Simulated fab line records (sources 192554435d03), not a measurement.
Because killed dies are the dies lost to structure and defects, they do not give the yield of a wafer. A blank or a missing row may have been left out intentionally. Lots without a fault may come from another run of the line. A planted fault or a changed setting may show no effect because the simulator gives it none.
Chamber matching :: flow n5 finfet :: pecvd-02 running N5_BEOL_M8_DEP_56: 3 sister chambers
The step deposits SiCN from 3MS/NH3, target thk 10 nm, time 17.5 s. 16 wafers are shown with their chamber, then 7 later ones without.

## WAFERS WITH THEIR CHAMBER
wafer: L686.2
chamber: 2
showerhead plenum p Torr (Torr): 3.672
throttle valve pct (%): 9.0
chamber pressure Torr (Torr): 3.010

wafer: L686.5
chamber: 1
showerhead plenum p Torr (Torr): 3.658
throttle valve pct (%): 9.2
chamber pressure Torr (Torr): 2.989

wafer: L686.6
chamber: 2
showerhead plenum p Torr (Torr): 3.679
throttle valve pct (%): 9.0
chamber pressure Torr (Torr): 2.996

wafer: L684.3
chamber: 1
showerhead plenum p Torr (Torr): 3.657
throttle valve pct (%): 9.5
chamber pressure Torr (Torr): 2.997

wafer: L684.4
chamber: 2
showerhead plenum p Torr (Torr): 3.682
throttle valve pct (%): 9.3
chamber pressure Torr (Torr): 3.016

wafer: L684.5
chamber: 0
showerhead plenum p Torr (Torr): 3.666
throttle valve pct (%): 9.4
chamber pressure Torr (Torr): 2.999

wafer: L688.1
chamber: 1
showerhead plenum p Torr (Torr): 3.649
throttle valve pct (%): 9.1
chamber pressure Torr (Torr): 3.010

wafer: L688.4
chamber: 0
showerhead plenum p Torr (Torr): 3.665
throttle valve pct (%): 9.2
chamber pressure Torr (Torr): 2.988

wafer: L688.6
chamber: 1
showerhead plenum p Torr (Torr): 3.657
throttle valve pct (%): 9.6
chamber pressure Torr (Torr): 2.995

wafer: L691.1
chamber: 1
showerhead plenum p Torr (Torr): 3.652
throttle valve pct (%): 9.5
chamber pressure Torr (Torr): 3.014

wafer: L691.2
chamber: 0
showerhead plenum p Torr (Torr): 3.671
throttle valve pct (%): 9.3
chamber pressure Torr (Torr): 2.996

wafer: L691.6
chamber: 2
showerhead plenum p Torr (Torr): 3.673
throttle valve pct (%): 9.0
chamber pressure Torr (Torr): 3.000

wafer: L696.3
chamber: 1
showerhead plenum p Torr (Torr): 3.656
throttle valve pct (%): 9.3
chamber pressure Torr (Torr): 3.013

wafer: L696.5
chamber: 1
showerhead plenum p Torr (Torr): 3.654
throttle valve pct (%): 9.4
chamber pressure Torr (Torr): 3.001

wafer: L696.6
chamber: 0
showerhead plenum p Torr (Torr): 3.673
throttle valve pct (%): 9.1
chamber pressure Torr (Torr): 3.001

wafer: L698.5
chamber: 0
showerhead plenum p Torr (Torr): 3.665
throttle valve pct (%): 9.2
chamber pressure Torr (Torr): 3.007

SIGNATURES, as means of the wafers listed above
reading: showerhead plenum p Torr
chamber 0: 3.66800
chamber 1: 3.65471
chamber 2: 3.67650
scatter within a chamber: 0.00381

reading: throttle valve pct
chamber 0: 9.240
chamber 1: 9.371
chamber 2: 9.075
scatter within a chamber: 0.155

reading: chamber pressure Torr
chamber 0: 2.99820
chamber 1: 3.00271
chamber 2: 3.00550
scatter within a chamber: 0.00884
Rule: for a wafer and a chamber, the distance is found by dividing, reading by reading, the gap between the wafer's reading and the chamber's mean by the reading's scatter, squaring, summing and taking the root. If the next closest chamber is less than 2 further off than the closest, the wafer can't be placed; otherwise it belongs to the closest. The scatter is the square root of a quotient: the sum, over the shown wafers, of each reading's squared deviation from its chamber's mean, divided by wafers minus chambers.

## WAFERS WITHOUT THEIR CHAMBER
wafer: L698.6
showerhead plenum p Torr (Torr): 3.652
throttle valve pct (%): 9.5
chamber pressure Torr (Torr): 3.003

wafer: L704.1
showerhead plenum p Torr (Torr): 3.674
throttle valve pct (%): 9.1
chamber pressure Torr (Torr): 2.997

wafer: L704.3
showerhead plenum p Torr (Torr): 3.658
throttle valve pct (%): 9.1
chamber pressure Torr (Torr): 3.010

wafer: L704.4
showerhead plenum p Torr (Torr): 3.676
throttle valve pct (%): 9.1
chamber pressure Torr (Torr): 3.003

wafer: L706.1
showerhead plenum p Torr (Torr): 3.669
throttle valve pct (%): 9.1
chamber pressure Torr (Torr): 2.995

wafer: L706.5
showerhead plenum p Torr (Torr): 3.676
throttle valve pct (%): 8.9
chamber pressure Torr (Torr): 3.006

wafer: L706.6
showerhead plenum p Torr (Torr): 3.666
throttle valve pct (%): 9.3
chamber pressure Torr (Torr): 3.011

## EACH ONE'S CHAMBER
wafer: L698.6
from the rows above: 1
in truth: 1

wafer: L704.1
from the rows above: can't be placed: 2 or 0
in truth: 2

wafer: L704.3
from the rows above: can't be placed: 1 or 0
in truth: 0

wafer: L704.4
from the rows above: can't be placed: 2 or 0
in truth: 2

wafer: L706.1
from the rows above: can't be placed: 0 or 2
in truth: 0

wafer: L706.5
from the rows above: 2
in truth: 2

wafer: L706.6
from the rows above: can't be placed: 0 or 1 or 2
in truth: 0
Placed correctly: 2 of 7. Cannot be placed on the basis of these rows: 5; the candidates contain the true chamber in 5. 0 placed wrongly.
